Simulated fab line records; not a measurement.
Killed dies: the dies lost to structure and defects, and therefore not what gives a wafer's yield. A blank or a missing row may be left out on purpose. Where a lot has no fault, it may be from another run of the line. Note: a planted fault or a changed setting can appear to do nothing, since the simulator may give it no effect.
A lot that was struck, set against a sound lot | flow nand-harc | 42 out of 1302 route steps
Sound: these wafers, L159.1, L159.3, L159.4. The struck wafers were L161.1, L161.3, L161.4. The cause is given at the end.
Per side, at each step with rows, come the tool, then ch with its chambers, and then its first start. Under that, the readings that differ: sound wafers | struck wafers | difference of the means | sigmas: that difference in standard deviations of wafers without a fault.
alike: same words and numbers on both sides, and readings whose means sit less than 2 such deviations apart. not compared: any withheld reading, any reading some wafer has no value for, any bound like >300 that may hide the same value, and any number with overlapping values for which the record gives no deviation.
Wherever a step has rows on one side only, a row that says differs or no value, or a row with sigmas, the two part there. Non-overlapping numbers with no deviation appear without sigmas and do not part them. A reading missing from all wafers of one side parts the sides only when that side holds two or more wafers.

NHARC_A_CHANNEL_FILL_D1_ALD_02: deposits SiO2, target thk 6 nm, pulse time 10 s, ald cycles 60.
  sound on ald-hk-01 ch 0,1,2, day 9 13:28; struck on ald-hk-04 ch 0,1,2, day 10 00:05
  reading                    | sound             | struck            | difference | sigmas
  precursor-pulse-height-rel | 1.048 1.020 1.033 | 0.973 0.979 1.009 | -0.047     | -2
  alike: heater-power-w
then, 7 steps without rows for these wafers: NHARC_A_CHANNEL_FILL_D1_ALD_03 (deposits SiNx, target thk 6 nm, pulse time 60 s, ald cycles 58); NHARC_A_CHANNEL_FILL_D1_ALD_14 (deposits SiO2, target thk 2.5 nm, pulse time 10 s, ald cycles 25); NHARC_A_CHANNEL_FILL_D1_ALD_15 (deposits SiNx, target thk 2 nm, pulse time 60 s, ald cycles 19); NHARC_A_CHANNEL_FILL_D1_ALD_16 (deposits SiO2, target thk 1.5 nm, pulse time 10 s, ald cycles 15); NHARC_A_CHANNEL_FILL_D1_ANNEAL_17 (time 1800 s); NHARC_A_CHANNEL_FILL_D1_CVD_18 (deposits poly-Si, target thk 3 nm); NHARC_A_CHANNEL_FILL_D1_ETCHBACK_19 (etches the open film in HBr/Cl2, target depth 5 nm, time 1.7 s).
NHARC_A_CHANNEL_FILL_D1_ETCHBACK_20: etches the open film in C4F8/O2/Ar, target depth 27 nm, time 13.5 s.
  sound on rie-diel-05 ch 0,2,3, day 10 12:39; struck on rie-diel-05 ch 0,1,2, day 11 00:29
  reading                | sound | struck | difference | sigmas
  rf-hours-counter-h (h) | 8 8 8 | 0 0 0  | -8         |
  alike: bias-w, oes-product-au, rf-vpp-V
then, 3 steps without rows for these wafers: NHARC_A_CHANNEL_FILL_D1_STRIP_28 (strips in O2, time 20 s); NHARC_A_CHANNEL_FILL_D1_PRECLEAN_21 (cleans in dHF, time 30 s); NHARC_A_CHANNEL_FILL_D1_SRD_23.
NHARC_A_CHANNEL_FILL_D1_CVD_05: deposits poly-Si, target thk 5 nm.
  sound on lpcvd-poly-04 ch 0, day 10 15:13; struck on lpcvd-poly-04 ch 0, day 11 03:23
then, 1 step without rows for these wafers: NHARC_A_CHANNEL_FILL_D1_ANNEAL_22 (time 7200 s).
NHARC_A_CHANNEL_FILL_D1_THK_MEAS_06: measures by ellipsometry.
  sound on film-metro-01, day 11 00:22; struck on film-metro-01, day 11 12:57
  reading     | sound       | struck      | difference | sigmas
  thk-nm (nm) | 5.3 4.9 4.0 | 6.4 7.3 6.9 | +2.1       | +2
then, 6 steps without rows for these wafers: NHARC_A_CHANNEL_FILL_D1_ALD_25 (deposits SiOx, target thk 60 nm, pulse time 10 s, ald cycles 600); NHARC_A_CHANNEL_FILL_D1_ETCHBACK_08 (etches the open film in C4F8, target depth 220 nm, time 110 s); NHARC_A_CHANNEL_FILL_D1_STRIP_29 (strips in O2, time 20 s); NHARC_A_CHANNEL_FILL_D1_PRECLEAN_30 (cleans in dHF, time 30 s); NHARC_A_CHANNEL_FILL_D1_SRD_31; NHARC_A_CHANNEL_FILL_D1_CVD_09 (deposits poly-Si, target thk 150 nm, time 3000 s).
NHARC_A_CHANNEL_FILL_D1_CMP_10: polishes, target thk 150 nm.
  sound on cmp-04 ch 1,2,3, day 11 11:48; struck on cmp-04 ch 1,2,3, day 12 00:22
  alike: motor-current-A, time-to-endpoint-s
after that, 1 step had no rows for these wafers: NHARC_A_CHANNEL_FILL_D1_SRD_12.
NHARC_A_CHANNEL_FILL_D1_INSPECT_13:
  sound on defect-inspect-02, day 11 12:11; struck on defect-inspect-01, day 12 00:47
  alike: raw-defect-count
NHARC_A_DECK1_JOINT_ETCHBACK_07: etches the open film in HBr, target depth 105 nm, time 26.9 s.
  sound on rie-si-05 ch 0,1,3, day 11 12:15; struck on rie-si-06 ch 0,2,3, day 12 00:51
  reading                | sound       | struck    | difference | sigmas
  rf-hours-counter-h (h) | 0.6 0.7 0.8 | 0 0.0 0.0 | -1         |
  alike: bias-w, drypump-motor-current-A, oes-product-au, throttle-valve-pct
then, 8 steps without rows for these wafers: NHARC_A_DECK1_JOINT_ETCH_25 (etches SiO2 in dHF, target depth 0.5 nm); NHARC_A_DECK1_JOINT_ETCH_19 (etches poly-Si in TMAH, target depth 3 nm); NHARC_A_DECK1_JOINT_ETCH_18 (etches SiO2 in dHF, target depth 3 nm); NHARC_A_DECK1_JOINT_WET_08 (chemistry H3PO4, time 86 s); NHARC_A_DECK1_JOINT_ETCH_09 (etches SiO2 in dHF, target depth 5 nm); NHARC_A_DECK1_JOINT_WET_10 (chemistry H3PO4, time 86 s); NHARC_A_DECK1_JOINT_ETCH_11 (etches SiO2 in dHF, target depth 35 nm); NHARC_A_DECK1_JOINT_CVD_12 (deposits poly-Si, target thk 90 nm, time 1800 s).
NHARC_A_DECK1_JOINT_CMP_13: polishes, target thk 51.023 nm.
  sound on cmp-01 ch 0,2,3, day 11 22:22; struck on cmp-01 ch 0,1,2, day 12 11:11
  alike: motor-current-A, time-to-endpoint-s
NHARC_A_DECK1_JOINT_THK_MEAS_14: measures by ellipsometry.
  sound on film-metro-02, day 11 22:38; struck on film-metro-02, day 12 11:26
  alike: thk-nm
then, 5 steps without rows for these wafers: NHARC_A_DECK1_JOINT_SRD_04; NHARC_A_DECK1_JOINT_ETCHBACK_00 (etches the open film in HBr, target depth 30 nm, time 17.4 s); NHARC_A_DECK1_JOINT_PRECLEAN_30 (cleans in SC1); NHARC_A_DECK1_JOINT_SRD_31; NHARC_A_DECK1_JOINT_CVD_34 (deposits SiNx, target thk 20 nm).
-- break in the record here, with 13 days between the starts of the struck wafers on either side (left off in module A_DECK1_JOINT, picked up again in module END, where the first step shown is number 1301 on the route) --
NHARC_END_WLT_00:
  sound on prober-02, day 24 11:00; struck on prober-02, day 25 02:53
  reading                           | sound             | struck            | difference | sigmas
  VT_DECK1_BOTTOM                   | 0.873 0.870 0.872 | 0.947 0.940 0.944 | +0.072     | +9
  VT_DECK1_BOTTOM_INNER             | 0.870 0.880 0.869 | 0.940 0.945 0.944 | +0.070     | +9
  VT_DECK1_MEDIAN_NEAR_BOTTOM       | 0.874 0.872 0.874 | 0.947 0.952 0.949 | +0.076     | +11
  VT_DECK1_MEDIAN_NEAR_BOTTOM_INNER | 0.869 0.867 0.872 | 0.947 0.949 0.954 | +0.081     | +10
  VT_DECK1_MIDDLE                   | 0.887 0.886 0.885 | 0.959 0.964 0.957 | +0.074     | +9
  VT_DECK1_MIDDLE_INNER             | 0.883 0.882 0.884 | 0.966 0.968 0.969 | +0.085     | +11
  VT_DECK1_TOP                      | 0.896 0.892 0.900 | 0.980 0.982 0.977 | +0.084     | +10
  VT_DECK1_TOP_INNER                | 0.898 0.901 0.900 | 0.981 0.978 0.984 | +0.081     | +10
  VT_DECK2_MIDDLE                   | 0.894 0.898 0.894 | 0.875 0.882 0.879 | -0.017     | -3
  VT_DECK2_TOP                      | 0.908 0.905 0.906 | 0.892 0.890 0.893 | -0.015     | -2
  alike: VT_DECK2_BOTTOM, VT_DECK2_BOTTOM_INNER, VT_DECK2_MEDIAN_NEAR_BOTTOM, VT_DECK2_MEDIAN_NEAR_BOTTOM_INNER, VT_DECK2_MIDDLE_INNER, VT_DECK2_TOP_INNER
after that, 1 step had no rows for these wafers: NHARC_END_SORT_01.

== WHERE THEY PART ==
At NHARC_A_CHANNEL_FILL_D1_ALD_02 first; at NHARC_END_WLT_00 last (within this record only).

WHY: what had been put in by the simulator
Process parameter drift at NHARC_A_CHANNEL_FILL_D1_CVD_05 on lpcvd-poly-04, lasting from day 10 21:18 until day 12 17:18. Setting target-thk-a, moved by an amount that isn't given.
